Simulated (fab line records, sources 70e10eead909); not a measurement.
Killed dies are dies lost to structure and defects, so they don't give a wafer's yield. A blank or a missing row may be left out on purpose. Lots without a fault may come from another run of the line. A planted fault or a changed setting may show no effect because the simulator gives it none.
fab line records | flow nand_harc
record lots=6 wafers=18 last_day=33
route steps=1302 shown P_ZERO_WELL@29 END@1302
lots that met no fault: from a run of the same line without faults
start_h: hours from the record's first day to the start of the lot's first wafer shown | wait_h: hours since the lot's step before | " the same as in the row above | L1.1+2: a row that stands for several wafers | - no value, or no start given | * or withheld: withheld | < > ~ a bound
route shown NAME@n: a module of which the file shows steps, and the number in the route of the first | usual: mean/standard deviation of fault-free wafers | same: alike in all rows | chamber/n: place in a boat | sites: the reading at each site | _std_site: their standard deviation | _edge_site: outer sites' mean less inner sites' | radius_mm: how far each site lies from the wafer's centre | mask NAME#n: copy n | behind: the tool/chamber that last shaped the wafer | hold: why the lot was held/for how many hours/how that ended | device: the transistor (n, p or np) that didn't switch | end of line: the same wafers' tests at the end of the route | a step without rows: its recipe alone | killed: dies lost to structure and defects at the first sort, not the wafer's yield | map: a wafer's dies, x killed, . not, _ none there
set.NAME: the setting as run; set.NAME@STEP: as run at that earlier step | model.NAME: the simulator's own value behind a step, which no gauge read
lots at some steps of the route; a table a step, a row a wafer
services: from which hour (start_h, from the record's first day; less than 0 if before it) a tool's chamber was out of use, for how many hours, and why
## steps
# step NHARC_P_ZERO_WELL_CD_MEAS_24
# recipe target_cd_nm=720 landing_energy_ev=500
# usual cd_nm=720.6/1.7
# columns lot.wafer tool chamber start_h wait_h cd_nm
L354.2 cd_sem-02 0 22.64 - 722.1
L354.3 " 0 " " 722.0
L354.6 " 0 " " 722.0
L361.1 cd_sem-02 0 94.07 - 720.3
L361.4 " 0 " " 720.3
L361.5 " 0 " " 718.4
L366.1 cd_sem-02 0 143.19 - 718.9
L366.3 " 0 " " 721.1
L366.5 " 0 " " 720.7
L373.2 cd_sem-02 0 212.61 - 721.7
L373.3 " 0 " " 721.3
L373.6 " 0 " " 721.3
L375.4 cd_sem-02 0 232.53 - 717.6
L375.5 " 0 " " 719.8
L375.6 " 0 " " 718.6
L376.3 cd_sem-01 0 242.47 - 718.9
L376.4 " 0 " " 721.5
L376.5 " 0 " " 722.7
# step NHARC_P_ZERO_WELL_HARDBAKE_25
# recipe temp_c=125 time_s=80
# step NHARC_P_ZERO_WELL_DESCUM_26
# recipe time_s=3 o2_flow_sccm=200 ar_flow_sccm=0 bias_power_w=0 chemistry=O2
# usual drypump_motor_current_A=5.8/0.48 oes_product_au=1.000/0.0095 rf_vpp_V=58.0/0.86 showerhead_plenum_p_Torr=1.93/0.051 throttle_valve_pct=11.311/0.0083
# same time_s=3
# columns lot.wafer tool chamber start_h wait_h drypump_motor_current_A oes_product_au rf_hours_counter_h rf_vpp_V showerhead_plenum_p_Torr throttle_valve_pct
L354.3 rie_diel-10 3 22.82 - 5.0 0.981 42 57.8 1.99 11.305
L354.2 " 0 " " 5.6 1.003 41 57.3 1.83 11.309
L354.6 " 1 " " 6.5 0.976 - 58.3 1.94 11.311
L361.4 rie_diel-10 2 94.34 - 5.9 1.006 8 58.7 2.02 11.299
L361.1 " 0 " " 5.7 1.007 7 55.4 1.82 11.304
L361.5 " 2 " " 5.9 1.013 - 57.6 2.02 11.314
L366.1 rie_diel-06 1 143.49 - 6.0 1.002 1 57.2 1.83 11.321
L366.3 " 3 " " 5.3 1.017 1 58.8 1.91 11.302
L366.5 " 0 " " 6.3 1.001 - 59.5 1.97 11.319
L373.3 rie_diel-10 3 212.77 - 5.0 1.000 44 58.3 1.97 11.315
L373.2 " 0 " " 5.7 1.009 47 58.5 1.81 11.321
L373.6 " 3 " " 5.0 0.998 - 57.4 1.97 11.305
L375.4 rie_diel-12 2 232.75 - 5.8 0.979 43 57.6 1.93 11.313
L375.5 " 3 " " 6.0 0.992 - 56.9 1.96 11.324
L375.6 " 0 " " 6.1 1.011 - 57.7 1.88 11.302
L376.4 rie_diel-12 0 242.63 - 6.1 1.007 43 56.6 1.88 11.307
L376.3 " 1 " " 5.9 0.994 44 58.2 1.92 11.317
L376.5 " 3 " " 6.0 1.000 - 57.9 1.96 11.301
# step NHARC_P_ZERO_WELL_IMPLANT_27
# recipe energy_kev=600 dose_cm2=1e+13 tilt_deg=7
# step NHARC_P_ZERO_WELL_IMPLANT_57
# recipe energy_kev=250 dose_cm2=4e+12 tilt_deg=7
# step NHARC_P_ZERO_WELL_IMPLANT_58
# recipe energy_kev=100 dose_cm2=2e+12 tilt_deg=7
# step NHARC_P_ZERO_WELL_STRIP_28
# recipe time_s=840 temp_c=130 chemistry=SPM
# step NHARC_P_ZERO_WELL_DEHYDRATE_29
# recipe temp_c=150 time_s=120
# step NHARC_P_ZERO_WELL_HMDS_30
# recipe time_s=30
# step NHARC_P_ZERO_WELL_COAT_31
# recipe spin_rpm=withheld
# step NHARC_P_ZERO_WELL_SOFTBAKE_32
# recipe temp_c=122 time_s=95
# step NHARC_P_ZERO_WELL_EBR_33
# step NHARC_P_ZERO_WELL_EXPOSE_34
# recipe na=0.6 target_cd_nm=720 dose_mj=22.31 mask_id=P_PWELL
# usual focus_offset_nm=0.0/0.51
# same na=0.6
# columns lot.wafer tool chamber start_h wait_h mask focus_offset_nm model.P_ZERO_WELL.overlay_x_nm
L354.2 krf_scanner-01 0 24.12 - P_PWELL#0 0.3 -4.379
L354.3 " 0 " " P_PWELL#0 0.4 -4.379
L354.6 " 0 " " P_PWELL#0 0.4 -4.379
L361.1 krf_scanner-01 0 95.66 - P_PWELL#0 0.6 -63.37
L361.4 " 0 " " P_PWELL#0 -0.1 -63.37
L361.5 " 0 " " P_PWELL#0 0.1 -63.37
L366.1 krf_scanner-01 0 144.80 - P_PWELL#0 0.2 -62.99
L366.3 " 0 " " P_PWELL#0 0.0 -62.99
L366.5 " 0 " " P_PWELL#0 0.0 -62.99
L373.2 krf_scanner-02 0 213.98 - P_PWELL#0 -0.1 8.536
L373.3 " 0 " " P_PWELL#0 -0.4 8.536
L373.6 " 0 " " P_PWELL#0 -1.3 8.536
L375.4 krf_scanner-02 0 233.93 - P_PWELL#0 0.3 -0.1566
L375.5 " 0 " " P_PWELL#0 -1.2 -0.1566
L375.6 " 0 " " P_PWELL#0 0.8 -0.1566
L376.3 krf_scanner-02 0 243.85 - P_PWELL#0 0.5 -8.738
L376.4 " 0 " " P_PWELL#0 0.4 -8.738
L376.5 " 0 " " P_PWELL#0 0.0 -8.738
# step NHARC_P_ZERO_WELL_PEB_35
# recipe peb_temp_c=118 peb_time_s=85
# step NHARC_END_SORT_01
# recipe temp_c=25
# usual killed_at_array=55/19 killed_at_other=0.6/0.99 killed_at_periphery=4.2/2.6 killed_dies=60/18 killed_open=3.4/1.7 killed_short=2.3/1.5
# same gross_dies=677
# columns lot.wafer tool chamber start_h wait_h killed_at_array killed_at_other killed_at_periphery killed_dies killed_open killed_short
L366.1 prober-01 0 682.37 2.5 37 0 10 47 4 5
L366.3 prober-01 0 683.97 3.1 33 1 5 39 2 3
L366.5 prober-01 0 685.57 3.7 40 0 4 44 4 1
# killed by level:class
L366.1 A_CHANNEL_HOLE_D2:chamber_film_flake=21 A_CHANNEL_HOLE_D1:chamber_film_flake=6 P_M0:chamber_film_flake=4 P_CONTACT:chamber_film_flake=2 A_STAIRCASE:chamber_film_flake=2 P_CONTACT:geometric_particle:short=1 P_M0:geometric_particle:open=1 P_M1:geometric_particle:short=1
L366.3 A_CHANNEL_HOLE_D2:chamber_film_flake=17 A_CHANNEL_HOLE_D1:chamber_film_flake=10 P_ZERO_WELL:chamber_film_flake=2 P_GATE:geometric_particle:open=1 A_ONON_D1:geometric_particle:open=1 A_DECK1_JOINT:geometric_particle:short=1 A_WL_FILL:geometric_particle:short=1 STARTING-WAFER:geometric_particle:short=1
L366.5 A_CHANNEL_HOLE_D2:chamber_film_flake=21 A_SLIT:chamber_film_flake=5 A_CHANNEL_HOLE_D1:chamber_film_flake=4 P_CONTACT:chamber_film_flake=2 A_WL_FILL:chamber_film_flake=2 P_M0:geometric_particle:short=1 A_WL_FILL:geometric_particle:open=1 A_CONTACT:geometric_particle:open=1
## services
# columns tool chamber start_h hours kind
rie_diel-12 - 11.20 12.8 repair
rie_diel-10 0 20.25 - clean
rie_diel-12 1 41.82 7.0 repair
rie_diel-06 1 53.94 19.6 repair
rie_diel-12 - 59.50 0.3 repair
rie_diel-10 - 65.53 9.0 pm
rie_diel-10 3 76.84 9.1 repair
rie_diel-10 2 77.01 2.6 repair
rie_diel-10 1 82.18 4.8 repair
krf_scanner-01 - 87.17 0.4 repair
rie_diel-12 - 92.82 9.0 pm
krf_scanner-02 - 94.00 4.0 pm
krf_scanner-02 - 125.07 0.7 repair
rie_diel-06 - 132.56 9.0 pm
krf_scanner-01 - 149.35 4.0 pm
rie_diel-12 - 150.04 0.6 repair
krf_scanner-02 - 155.64 1.2 repair
rie_diel-10 1 174.13 8.7 repair
rie_diel-10 2 174.26 11.2 repair
rie_diel-06 - 177.41 0.1 repair
rie_diel-12 - 193.82 1.0 repair
rie_diel-12 0 198.39 11.0 repair
krf_scanner-02 - 236.71 1.9 repair
rie_diel-10 - 242.59 9.0 pm
## key
first_sign none at tools or gauges
model_effect step=NHARC_P_ZERO_WELL_EXPOSE_34 value=P_ZERO_WELL.overlay_x_nm without=2.621 struck=-63.18
met_at NHARC_P_ZERO_WELL_EXPOSE_34
struck_wafers L361.1,L361.4,L361.5,L366.1,L366.3,L366.5
tester_left_out L361,L366
onset_between 24.12 95.66
fault kind=scanner_matching_overlay tool=krf_scanner-01 chamber=- onset_h=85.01 steps=NHARC_P_ZERO_WELL_EXPOSE_34 offset=-65.804
# tester_left_out: of these lots the tester's yield and bins aren't shown, on N5 and GAA mostly nor the transistor test; their killed dies are dies lost to structure and defects alone, not to doping, threshold or leakage, so they don't give the yield
